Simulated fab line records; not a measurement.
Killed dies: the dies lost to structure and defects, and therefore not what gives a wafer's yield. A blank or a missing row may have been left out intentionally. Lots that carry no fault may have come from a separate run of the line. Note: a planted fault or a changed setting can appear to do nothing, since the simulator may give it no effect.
fab line records + flow nand-harc
record:
- lots: 11
- wafers: 33
- last-day: 33
route steps=1302 shown A_CHANNEL_HOLE_D2@598 A_CHANNEL_FILL_D2@619 END@1302
lots untouched by any fault: they come from a run of this same line in which no faults occurred
start-h: hours from the record's opening day to when the first of the lot's shown wafers began + wait-h: time in hours since the lot's previous step + " as in the row above + L1.1+2: a single row standing in for several wafers + - no value present, or no start provided + * or withheld: withheld + < > ~ a bound
route shown NAME@n: a module of which the file shows steps, and the number in the route of the first + usual: mean/standard deviation of fault-free wafers + same: alike in all rows + chamber/n: place in a boat + sites: each site's reading + _std_site: standard deviation of those values + _edge_site: the outer-site mean with the inner-site mean subtracted + radius-mm: for every site, how far away it sits from the centre of the wafer + mask NAME#n: copy n + behind: tool/chamber where the wafer was last shaped + hold: what put the lot on hold/how long, in hours/how the hold closed + device: names the non-switching transistor (n, p or np) + end of line: the route-end tests of the same wafers + a step with no rows: only its recipe + killed: not the wafer's yield, but the dies lost to structure and defects at the first sort + map: the dies of a wafer, with x for killed, . for not killed, _ for no die there
set.NAME: the setting as run; set.NAME@STEP: as run at that earlier step + model.NAME: the simulator's own value behind a step, which no gauge read
a sample of lots followed through the steps of the route, with each step as a table and each wafer as a row
services: a tool's chamber out of use, with start hour (start-h, from the record's first day; less than 0 if before it), hours out, and reason
== steps ==
step: NHARC_A_CHANNEL_HOLE_D2_ETCH_26
recipe:
- bias-v: 300
- source-w: 2000
- pressure-mtorr: 30
- time-s: 224.1
- ar-flow-sccm: 375
- c4f8-flow-sccm: 11.4
- o2-flow-sccm: 113.6
- temp-c: -20
- target-depth-a: 3000
- chemistry: C4F8/O2/Ar
usual:
- bias-v: 300.0/2.9
- drypump-motor-current-A: 6.1/0.38
- he-backside-leak-sccm: 5.5/0.72
- showerhead-plenum-p-Torr: 3.77/0.12
- throttle-valve-pct: 24.584/0.0087
| lot.wafer | tool        | chamber | start-h | wait-h | bias-v | drypump-motor-current-A | he-backside-leak-sccm | rf-hours-counter-h | showerhead-plenum-p-Torr | throttle-valve-pct |
|-----------|-------------|---------|---------|--------|--------|-------------------------|-----------------------|--------------------|--------------------------|--------------------|
| L313.4    | har-etch-02 | 1       | 319.41  | 0.8    | 301.2  | 5.9                     | 4.8                   | -                  | 3.78                     | 24.587             |
| L313.5    | "           | 1       | "       | "      | 298.1  | 5.9                     | 4.7                   | -                  | 3.78                     | 24.582             |
| L313.6    | "           | 1       | "       | "      | 297.3  | 5.9                     | 4.6                   | -                  | 3.78                     | 24.592             |
| L315.3    | har-etch-02 | 0       | 323.83  | 0.5    | 301.7  | 5.6                     | 6.8                   | -                  | 3.99                     | 24.580             |
| L315.4    | "           | 1       | "       | "      | 299.9  | 5.9                     | 5.1                   | -                  | 3.78                     | 24.585             |
| L315.5    | "           | 1       | "       | "      | 299.3  | 5.9                     | 4.8                   | -                  | 3.78                     | 24.573             |
| L317.2    | har-etch-02 | 1       | 341.37  | 0.7    | 300.2  | 5.9                     | 4.8                   | 376                | 3.77                     | 24.581             |
| L317.3    | "           | 1       | "       | "      | 297.6  | 5.9                     | 5.4                   | -                  | 3.77                     | 24.591             |
| L317.4    | "           | 0       | "       | "      | 300.9  | 5.6                     | 6.9                   | -                  | 3.98                     | 24.588             |
| L318.1    | har-etch-01 | 1       | 341.55  | 0.6    | 303.4  | 6.5                     | 5.5                   | 179                | 3.65                     | 24.590             |
| L318.4    | "           | 1       | "       | "      | 298.3  | 6.6                     | 5.7                   | -                  | 3.65                     | 24.594             |
| L318.5    | "           | 0       | "       | "      | 297.3  | 6.4                     | 5.4                   | -                  | 3.73                     | 24.575             |
| L325.2    | har-etch-02 | 1       | 410.41  | 0.7    | 300.6  | 5.9                     | 4.7                   | 11                 | 3.75                     | 24.596             |
| L325.1    | "           | 0       | "       | "      | 302.3  | 5.6                     | 5.6                   | 11                 | 3.96                     | 24.578             |
| L325.5    | "           | 0       | "       | "      | 296.6  | 5.6                     | 5.5                   | -                  | 3.96                     | 24.590             |
| L324.1    | har-etch-01 | 1       | 411.44  | 0.6    | 300.8  | 6.6                     | 5.8                   | 224                | 3.62                     | 24.583             |
| L324.4    | "           | 0       | "       | "      | 304.1  | 6.4                     | 5.7                   | -                  | 3.70                     | 24.580             |
| L324.6    | "           | 0       | "       | "      | 304.1  | 6.4                     | 5.7                   | -                  | 3.70                     | 24.584             |
| L326.4    | har-etch-01 | 1       | 438.76  | 0.5    | 304.9  | 6.5                     | 6.0                   | -                  | 3.61                     | 24.582             |
| L326.3    | "           | 0       | "       | "      | 300.1  | 6.4                     | 5.6                   | -                  | 3.69                     | 24.596             |
| L326.5    | "           | 1       | "       | "      | 298.1  | 6.5                     | 5.9                   | -                  | 3.61                     | 24.582             |
| L330.2    | har-etch-01 | 1       | 460.20  | 0.7    | 299.5  | 6.6                     | 6.0                   | 255                | 3.61                     | 24.589             |
| L330.4    | "           | 1       | "       | "      | 301.7  | 6.6                     | 5.7                   | -                  | 3.61                     | 24.590             |
| L330.6    | "           | 1       | "       | "      | 297.3  | 6.6                     | 5.6                   | -                  | 3.61                     | 24.597             |
| L331.1    | har-etch-02 | 1       | 469.83  | 0.6    | 300.6  | 5.9                     | 4.7                   | 46                 | 3.73                     | 24.599             |
| L331.4    | "           | 0       | "       | "      | 301.1  | 5.6                     | 5.8                   | -                  | 3.94                     | 24.587             |
| L331.6    | "           | 1       | "       | "      | 303.6  | 6.0                     | 4.9                   | -                  | 3.73                     | 24.590             |
| L333.2    | har-etch-02 | 1       | 495.74  | 0.7    | 301.6  | 6.0                     | 4.9                   | 64                 | 3.72                     | 24.587             |
| L333.1    | "           | 0       | "       | "      | 298.8  | 5.6                     | 5.6                   | 64                 | 3.93                     | 24.589             |
| L333.5    | "           | 0       | "       | "      | 300.4  | 5.6                     | 5.7                   | -                  | 3.93                     | 24.575             |
| L335.2    | har-etch-02 | 0       | 512.88  | 0.7    | 295.3  | 5.6                     | 5.8                   | 72                 | 3.93                     | 24.577             |
| L335.3    | "           | 1       | "       | "      | 294.7  | 5.9                     | 4.7                   | -                  | 3.71                     | 24.585             |
| L335.5    | "           | 1       | "       | "      | 296.5  | 5.9                     | 4.6                   | -                  | 3.71                     | 24.595             |
step: NHARC_A_CHANNEL_HOLE_D2_ETCH_27
recipe:
- bias-v: 400
- source-w: 2000
- pressure-mtorr: 25
- time-s: 90
- ar-flow-sccm: 375
- c4f8-flow-sccm: 41.7
- o2-flow-sccm: 83.3
- temp-c: -20
- target-depth-a: 4000
- chemistry: C4F8/O2/Ar
usual:
- bias-v: 400/4
- drypump-motor-current-A: 6.1/0.38
- he-backside-leak-sccm: 5.5/0.68
- rf-fwd-power-W: 1986/8.2
- showerhead-plenum-p-Torr: 3.76/0.12
- throttle-valve-pct: 27.619/0.0095
| lot.wafer | tool        | chamber | start-h | wait-h | bias-v | drypump-motor-current-A | he-backside-leak-sccm | rf-fwd-power-W | rf-hours-counter-h | showerhead-plenum-p-Torr | throttle-valve-pct |
|-----------|-------------|---------|---------|--------|--------|-------------------------|-----------------------|----------------|--------------------|--------------------------|--------------------|
| L313.4    | har-etch-02 | 1       | 319.79  | 0.3    | 400    | 5.9                     | 4.6                   | 1981           | -                  | 3.77                     | 27.624             |
| L313.5    | "           | 1       | "       | "      | 403    | 5.9                     | 4.5                   | 1981           | -                  | 3.77                     | 27.636             |
| L313.6    | "           | 1       | "       | "      | 398    | 5.9                     | 4.4                   | 1974           | -                  | 3.77                     | 27.624             |
| L315.3    | har-etch-02 | 0       | 324.02  | 0.2    | 400    | 5.6                     | 6.9                   | 1998           | -                  | 3.98                     | 27.624             |
| L315.4    | "           | 1       | "       | "      | 399    | 5.9                     | 4.5                   | 1982           | -                  | 3.77                     | 27.633             |
| L315.5    | "           | 1       | "       | "      | 400    | 5.9                     | 4.6                   | 1987           | -                  | 3.77                     | 27.618             |
| L317.2    | har-etch-02 | 1       | 341.57  | 0.2    | 399    | 6.0                     | 4.5                   | 1986           | 376                | 3.76                     | 27.631             |
| L317.3    | "           | 1       | "       | "      | 397    | 6.0                     | 4.5                   | 1985           | -                  | 3.76                     | 27.616             |
| L317.4    | "           | 0       | "       | "      | 395    | 5.5                     | 6.9                   | 1984           | -                  | 3.97                     | 27.611             |
| L318.1    | har-etch-01 | 1       | 341.75  | 0.2    | 401    | 6.5                     | 5.5                   | 1984           | 179                | 3.65                     | 27.606             |
| L318.4    | "           | 1       | "       | "      | 390    | 6.6                     | 5.4                   | 1987           | -                  | 3.65                     | 27.622             |
| L318.5    | "           | 0       | "       | "      | 401    | 6.4                     | 5.6                   | 1978           | -                  | 3.72                     | 27.616             |
| L325.2    | har-etch-02 | 1       | 410.61  | 0.2    | 396    | 5.9                     | 4.9                   | 1978           | 11                 | 3.74                     | 27.632             |
| L325.1    | "           | 0       | "       | "      | 406    | 5.6                     | 5.6                   | 1987           | 11                 | 3.95                     | 27.634             |
| L325.5    | "           | 0       | "       | "      | 398    | 5.6                     | 5.6                   | 1994           | -                  | 3.95                     | 27.620             |
| L324.1    | har-etch-01 | 1       | 411.64  | 0.2    | 398    | 6.6                     | 5.7                   | 1990           | 224                | 3.62                     | 27.627             |
| L324.4    | "           | 0       | "       | "      | 404    | 6.4                     | 5.6                   | 1984           | -                  | 3.70                     | 27.617             |
| L324.6    | "           | 0       | "       | "      | 403    | 6.4                     | 5.4                   | 1989           | -                  | 3.70                     | 27.623             |
| L326.4    | har-etch-01 | 1       | 438.95  | 0.2    | 407    | 6.5                     | 5.6                   | 1994           | -                  | 3.61                     | 27.609             |
| L326.3    | "           | 0       | "       | "      | 393    | 6.4                     | 5.5                   | 1990           | -                  | 3.69                     | 27.610             |
| L326.5    | "           | 1       | "       | "      | 400    | 6.6                     | 5.6                   | 1998           | -                  | 3.61                     | 27.619             |
| L330.2    | har-etch-01 | 1       | 460.40  | 0.2    | 399    | 6.6                     | 6.2                   | 1993           | 255                | 3.60                     | 27.627             |
| L330.4    | "           | 1       | "       | "      | 401    | 6.5                     | 5.9                   | 1998           | -                  | 3.60                     | 27.630             |
| L330.6    | "           | 1       | "       | "      | 399    | 6.6                     | 6.1                   | 1995           | -                  | 3.60                     | 27.616             |
| L331.1    | har-etch-02 | 1       | 470.03  | 0.2    | 395    | 5.9                     | 4.3                   | 1982           | 46                 | 3.72                     | 27.627             |
| L331.4    | "           | 0       | "       | "      | 403    | 5.6                     | 5.7                   | 1983           | -                  | 3.93                     | 27.613             |
| L331.6    | "           | 1       | "       | "      | 403    | 5.9                     | 4.6                   | 1968           | -                  | 3.72                     | 27.626             |
| L333.2    | har-etch-02 | 1       | 495.94  | 0.2    | 403    | 6.0                     | 4.8                   | 1986           | 64                 | 3.71                     | 27.620             |
| L333.1    | "           | 0       | "       | "      | 391    | 5.6                     | 5.9                   | 1989           | 64                 | 3.92                     | 27.612             |
| L333.5    | "           | 0       | "       | "      | 406    | 5.6                     | 5.8                   | 2000           | -                  | 3.92                     | 27.610             |
| L335.2    | har-etch-02 | 0       | 513.08  | 0.2    | 399    | 5.5                     | 5.7                   | 1994           | 72                 | 3.92                     | 27.612             |
| L335.3    | "           | 1       | "       | "      | 402    | 6.0                     | 5.1                   | 1974           | -                  | 3.71                     | 27.618             |
| L335.5    | "           | 1       | "       | "      | 399    | 5.9                     | 5.3                   | 1984           | -                  | 3.71                     | 27.627             |
step: NHARC_A_CHANNEL_HOLE_D2_INSPECT_40
usual:
- raw-defect-count: 261/64
| lot.wafer | tool              | chamber | start-h | wait-h | raw-defect-count |
|-----------|-------------------|---------|---------|--------|------------------|
| L313.4    | defect-inspect-01 | -       | 321.53  | -      | 226              |
| L313.5    | "                 | -       | "       | "      | 324              |
| L313.6    | "                 | -       | "       | "      | 292              |
| L315.3    | defect-inspect-01 | -       | 325.69  | -      | 240              |
| L315.4    | "                 | -       | "       | "      | 344              |
| L315.5    | "                 | -       | "       | "      | 309              |
| L317.2    | defect-inspect-02 | -       | 343.30  | -      | 247              |
| L317.3    | "                 | -       | "       | "      | 424              |
| L317.4    | "                 | -       | "       | "      | 291              |
| L318.1    | defect-inspect-01 | -       | 343.44  | -      | 226              |
| L318.4    | "                 | -       | "       | "      | 332              |
| L318.5    | "                 | -       | "       | "      | 217              |
| L325.1    | defect-inspect-02 | -       | 412.49  | -      | 220              |
| L325.2    | "                 | -       | "       | "      | 273              |
| L325.5    | "                 | -       | "       | "      | 214              |
| L324.1    | defect-inspect-02 | -       | 413.35  | -      | 169              |
| L324.4    | "                 | -       | "       | "      | 203              |
| L324.6    | "                 | -       | "       | "      | 193              |
| L326.3    | defect-inspect-01 | -       | 440.77  | -      | 251              |
| L326.4    | "                 | -       | "       | "      | 231              |
| L326.5    | "                 | -       | "       | "      | 203              |
| L330.2    | defect-inspect-01 | -       | 462.12  | -      | 205              |
| L330.4    | "                 | -       | "       | "      | 211              |
| L330.6    | "                 | -       | "       | "      | 167              |
| L331.1    | defect-inspect-01 | -       | 471.73  | -      | 403              |
| L331.4    | "                 | -       | "       | "      | 254              |
| L331.6    | "                 | -       | "       | "      | 273              |
| L333.1    | defect-inspect-01 | -       | 497.67  | -      | 220              |
| L333.2    | "                 | -       | "       | "      | 228              |
| L333.5    | "                 | -       | "       | "      | 285              |
| L335.2    | defect-inspect-02 | -       | 514.80  | -      | 182              |
| L335.3    | "                 | -       | "       | "      | 179              |
| L335.5    | "                 | -       | "       | "      | 319              |
step: NHARC_A_CHANNEL_FILL_D2_ETCHBACK_19
recipe:
- target-depth-a: 50
- time-s: 1.7
- hbr-flow-sccm: 150
- cl2-flow-sccm: 50
- rf-w: 400
- icp-w: 400
- bias-w: 100
- chemistry: HBr/Cl2
usual:
- bias-w: 100.0/0.31
- chamber-pressure-mTorr: 14.999/0.013
- drypump-motor-current-A: 5.8/0.4
- he-backside-leak-sccm: 2.62/0.25
- oes-product-au: 1.001/0.011
- rf-fwd-power-W: 390.2/1.2
- throttle-valve-pct: 26.406/0.0083
| lot.wafer | tool      | chamber | start-h | wait-h | bias-w | chamber-pressure-mTorr | drypump-motor-current-A | he-backside-leak-sccm | oes-product-au | rf-fwd-power-W | rf-hours-counter-h | throttle-valve-pct |
|-----------|-----------|---------|---------|--------|--------|------------------------|-------------------------|-----------------------|----------------|----------------|--------------------|--------------------|
| L313.4    | rie-si-05 | 1       | 346.09  | 0.4    | 100.1  | 14.997                 | 6.0                     | 2.48                  | 0.989          | 389.8          | 0.23               | 26.410             |
| L313.6    | "         | 1       | "       | "      | 99.8   | 14.997                 | 6.0                     | 2.68                  | 0.985          | 388.7          | -                  | 26.413             |
| L313.5    | "         | 2       | "       | "      | 99.3   | 15.002                 | 5.6                     | 2.77                  | 0.994          | 390.7          | -                  | 26.402             |
| L315.4    | rie-si-05 | 0       | 349.93  | 0.4    | 99.9   | 15.006                 | 6.6                     | 3.08                  | 0.989          | 389.8          | 0.20               | 26.407             |
| L315.3    | "         | 1       | "       | "      | 100.2  | 14.989                 | 6.0                     | 2.51                  | 0.983          | 388.1          | 0.26               | 26.407             |
| L315.5    | "         | 1       | "       | "      | 99.9   | 14.992                 | 6.0                     | 2.37                  | 0.982          | 389.8          | -                  | 26.398             |
| L317.2    | rie-si-05 | 1       | 369.79  | 0.4    | 99.3   | 15.012                 | 6.0                     | 2.55                  | 0.992          | 390.7          | 0.34               | 26.415             |
| L317.3    | "         | 2       | "       | "      | 100.1  | 14.983                 | 5.6                     | 2.75                  | 0.988          | 390.4          | 0.30               | 26.395             |
| L317.4    | "         | 0       | "       | "      | 100.1  | 15.010                 | 6.6                     | 3.07                  | 0.998          | 388.6          | 0.30               | 26.396             |
| L318.4    | rie-si-02 | 1       | 369.81  | 0.4    | 100.0  | 14.983                 | 5.3                     | 3.16                  | 1.008          | 389.0          | 0.47               | 26.393             |
| L318.1    | "         | 3       | "       | "      | 99.9   | 15.020                 | 5.8                     | 2.31                  | 1.004          | 391.2          | 0.52               | 26.408             |
| L318.5    | "         | 2       | "       | "      | 100.0  | 15.015                 | 5.8                     | 2.56                  | 0.984          | 390.3          | -                  | 26.400             |
| L324.1    | rie-si-05 | 0       | 438.85  | 0.4    | -      | -                      | -                       | -                     | -              | -              | -                  | -                  |
| L324.4    | "         | 2       | "       | "      | -      | -                      | -                       | -                     | -              | -              | -                  | -                  |
| L324.6    | "         | 3       | "       | "      | -      | -                      | -                       | -                     | -              | -              | -                  | -                  |
| L325.2    | rie-si-06 | 0       | 438.85  | 0.4    | -      | -                      | -                       | -                     | -              | -              | -                  | -                  |
| L325.1    | "         | 1       | "       | "      | -      | -                      | -                       | -                     | -              | -              | -                  | -                  |
| L325.5    | "         | 0       | "       | "      | -      | -                      | -                       | -                     | -              | -              | -                  | -                  |
| L326.4    | rie-si-05 | 3       | 464.46  | 0.4    | 99.7   | 14.990                 | 5.0                     | 2.67                  | 0.992          | 390.0          | 0.91               | 26.403             |
| L326.3    | "         | 0       | "       | "      | 100.3  | 14.999                 | 6.6                     | 3.16                  | 1.004          | 389.8          | 0.92               | 26.421             |
| L326.5    | "         | 1       | "       | "      | 99.7   | 15.006                 | 6.0                     | 2.57                  | 0.986          | 387.0          | -                  | 26.405             |
| L330.2    | rie-si-06 | 3       | 485.33  | 0.4    | 99.6   | 15.009                 | 5.7                     | 2.61                  | 1.005          | 392.2          | 0.43               | 26.403             |
| L330.4    | "         | 0       | "       | "      | 100.1  | 15.026                 | 6.4                     | 2.32                  | 1.016          | 391.1          | 0.39               | 26.416             |
| L330.6    | "         | 0       | "       | "      | 100.0  | 15.006                 | 6.4                     | 2.57                  | 1.008          | 389.9          | -                  | 26.404             |
| L331.4    | rie-si-06 | 0       | 496.17  | 0.4    | 100.2  | 14.986                 | 6.3                     | 2.17                  | 1.005          | 389.5          | 0.44               | 26.412             |
| L331.1    | "         | 1       | "       | "      | 99.6   | 14.990                 | 5.9                     | 2.22                  | 1.004          | 393.2          | 0.29               | 26.401             |
| L331.6    | "         | 3       | "       | "      | 99.7   | 15.012                 | 5.7                     | 2.28                  | 0.994          | 389.1          | -                  | 26.398             |
| L333.1    | rie-si-05 | 1       | 521.99  | 0.4    | 100.2  | 14.987                 | 6.0                     | 2.55                  | 0.990          | 389.6          | 0.15               | 26.419             |
| L333.2    | "         | 2       | "       | "      | 99.7   | 15.019                 | 5.6                     | 2.59                  | 1.008          | 390.4          | 0.21               | 26.405             |
| L333.5    | "         | 1       | "       | "      | 99.9   | 14.993                 | 6.0                     | 2.51                  | 0.988          | 390.5          | -                  | 26.408             |
| L335.2    | rie-si-02 | 1       | 540.35  | 0.4    | 99.3   | 15.006                 | 5.2                     | 2.93                  | 1.010          | 389.7          | 0.32               | 26.417             |
| L335.3    | "         | 2       | "       | "      | 100.4  | 14.979                 | 5.8                     | 2.42                  | 0.972          | 389.4          | 0.38               | 26.397             |
| L335.5    | "         | 1       | "       | "      | 100.0  | 14.986                 | 5.2                     | 2.93                  | 1.008          | 388.0          | -                  | 26.418             |
step: NHARC_END_SORT_01
recipe:
- temp-c: 25
usual:
- killed-at-array: 52/16
- killed-at-other: 0.8/0.98
- killed-at-periphery: 4.2/2.9
- killed-dies: 57/16
- killed-open: 3.3/1.9
- killed-short: 2.5/1.5
same:
- gross-dies: 677
| lot.wafer | tool      | chamber | start-h | wait-h | killed-at-array | killed-at-other | killed-at-periphery | killed-dies | killed-open | killed-short |
|-----------|-----------|---------|---------|--------|-----------------|-----------------|---------------------|-------------|-------------|--------------|
| L325.1    | prober-01 | 0       | 667.86  | 2.5    | 671             | 1               | 5                   | 677         | 6           | 4            |
| L325.2    | prober-01 | 0       | 668.66  | 2.8    | 676             | 0               | 1                   | 677         | 4           | 3            |
| L325.5    | prober-01 | 0       | 671.08  | 3.7    | 675             | 0               | 2                   | 677         | 5           | 1            |
| L324.1    | prober-02 | 0       | 671.10  | 2.5    | 666             | 1               | 10                  | 677         | 5           | 4            |
| L324.4    | prober-02 | 0       | 673.50  | 3.4    | 669             | 2               | 6                   | 677         | 0           | 2            |
| L324.6    | prober-02 | 0       | 675.09  | 4.0    | 663             | 1               | 13                  | 677         | 7           | 5            |
killed by level:class
L325.1 A_CHANNEL_FILL_D2:area-etchback=636 A_CHANNEL_HOLE_D1:chamber-film-flake=21 P_M0:geometric-particle:open=2 A_CHANNEL_FILL_D1:geometric-particle:short=2 A_STAIRCASE:chamber-film-flake=2 A_CONTACT:chamber-film-flake=2 A_BLC:chamber-film-flake=2 P_GATE:geometric-particle:short=1
L325.2 A_CHANNEL_FILL_D2:area-etchback=631 A_CHANNEL_HOLE_D1:chamber-film-flake=32 A_ONON_D2:geometric-particle:open=2 A_STAIRCASE:chamber-film-flake=2 A_BLC:chamber-film-flake=2 A_SOURCE_PLATE:geometric-particle:open=1 A_SOURCE_PLATE:geometric-particle:short=1 A_CHANNEL_FILL_D1:geometric-particle:short=1
L325.5 A_CHANNEL_FILL_D2:area-etchback=644 A_CHANNEL_HOLE_D1:chamber-film-flake=16 A_CHANNEL_FILL_D1:chamber-film-flake=3 A_BLC:chamber-film-flake=3 A_STAIRCASE:chamber-film-flake=2 P_M1:geometric-particle:open=1 A_CHANNEL_FILL_D1:geometric-particle:open=1 A_WL_FILL:geometric-particle:open=1
L324.1 A_CHANNEL_FILL_D2:area-etchback=594 A_SLIT:chamber-film-flake=39 A_CHANNEL_HOLE_D2:chamber-film-flake=13 P_BONDPAD:chamber-film-flake=7 A_CONTACT:chamber-film-flake=4 A_CHANNEL_FILL_D1:geometric-particle:short=3 P_STI:chamber-film-flake=3 A_ONON_D2:geometric-particle:open=2
L324.4 A_CHANNEL_FILL_D2:area-etchback=615 A_SLIT:chamber-film-flake=20 A_CHANNEL_HOLE_D2:chamber-film-flake=20 P_STI:chamber-film-flake=5 A_CHANNEL_HOLE_D1:chamber-film-flake=4 A_CONTACT:chamber-film-flake=3 A_BLC:chamber-film-flake=2 THIN_TSV:chamber-film-flake=2
L324.6 A_CHANNEL_FILL_D2:area-etchback=605 A_SLIT:chamber-film-flake=34 P_STI:chamber-film-flake=8 A_CHANNEL_HOLE_D2:chamber-film-flake=8 A_SOURCE_PLATE:geometric-particle:open=2 A_STAIRCASE:chamber-film-flake=2 P_M0:geometric-particle:open=1 P_M1:geometric-particle:open=1
== services ==
| tool        | chamber | start-h | hours | kind                          |
|-------------|---------|---------|-------|-------------------------------|
| har-etch-02 | 0       | 298.70  | -     | consumable-replace:showerhead |
| har-etch-02 | 0       | 298.70  | 17.0  | scheduled-down                |
| har-etch-02 | 0       | 298.70  | 17.0  | vent-cycle                    |
| rie-si-05   | -       | 305.04  | 9.0   | pm                            |
| rie-si-05   | 0       | 305.04  | 9.0   | vent-cycle                    |
| rie-si-05   | 1       | 305.04  | 9.0   | vent-cycle                    |
| rie-si-05   | 2       | 305.04  | 9.0   | vent-cycle                    |
| rie-si-05   | 3       | 305.04  | 9.0   | vent-cycle                    |
| rie-si-05   | 0       | 314.04  | -     | clean                         |
| rie-si-05   | 1       | 314.04  | -     | clean                         |
| rie-si-06   | 1       | 316.74  | 3.5   | repair                        |
| har-etch-02 | -       | 379.55  | 17.0  | pm                            |
| har-etch-02 | 0       | 379.55  | 17.0  | vent-cycle                    |
| har-etch-02 | 1       | 379.55  | 17.0  | vent-cycle                    |
| har-etch-02 | 0       | 396.55  | -     | clean                         |
| har-etch-02 | 0       | 396.55  | -     | consumable-replace:focus-ring |
| har-etch-02 | 1       | 396.55  | -     | clean                         |
| har-etch-02 | 1       | 396.55  | -     | consumable-replace:focus-ring |
| rie-si-05   | 3       | 413.92  | 7.3   | repair                        |
| rie-si-06   | -       | 426.00  | 9.0   | pm                            |
| rie-si-02   | -       | 454.00  | 9.0   | pm                            |
| rie-si-05   | -       | 482.04  | 9.0   | pm                            |
| rie-si-06   | -       | 491.73  | 0.7   | repair                        |
| rie-si-05   | 1       | 511.86  | 6.2   | repair                        |
== key ==
first-sign:
- step: NHARC_A_CHANNEL_FILL_D2_ETCHBACK_19
- reading: tool-record
- direction: missing
effect:
- step: NHARC_END_SORT_01
- reading: killed-at-array
- direction: up
- sigmas: 39
- usual: 52
- struck: 670
more-kills-born-at:
- NHARC_A_CHANNEL_FILL_D2_ETCHBACK_19@rie-si-06: 1908
- NHARC_A_CHANNEL_FILL_D2_ETCHBACK_19@rie-si-05: 1813
met-at NHARC_A_CHANNEL_FILL_D2_ETCHBACK_19
struck-lots L324,L325
later-rows-left-out L324.1,L324.4,L324.6,L325.1,L325.2,L325.5
tester-left-out L324,L325
not-acting-at NHARC_A_CHANNEL_HOLE_D2_ETCH_26,NHARC_A_CHANNEL_HOLE_D2_ETCH_27,NHARC_A_CHANNEL_HOLE_D2_INSPECT_40
onset-between 369.79 438.85
fault:
- kind: skipped-step-whole
- tool: rie-si-05,rie-si-06
- chamber: -
- onset-h: 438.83
- steps: NHARC_A_CHANNEL_FILL_D2_ETCHBACK_19
- scope: struck-lots-only
tester-left-out: of these lots the tester's yield and bins aren't shown, on N5 and GAA mostly nor the transistor test; their killed dies are dies lost to structure and defects alone, not to doping, threshold or leakage, so they don't give the yield
later-rows-left-out: the simulator's readings of these wafers behind a module that went badly wrong aren't trusted and aren't shown, but for the sort
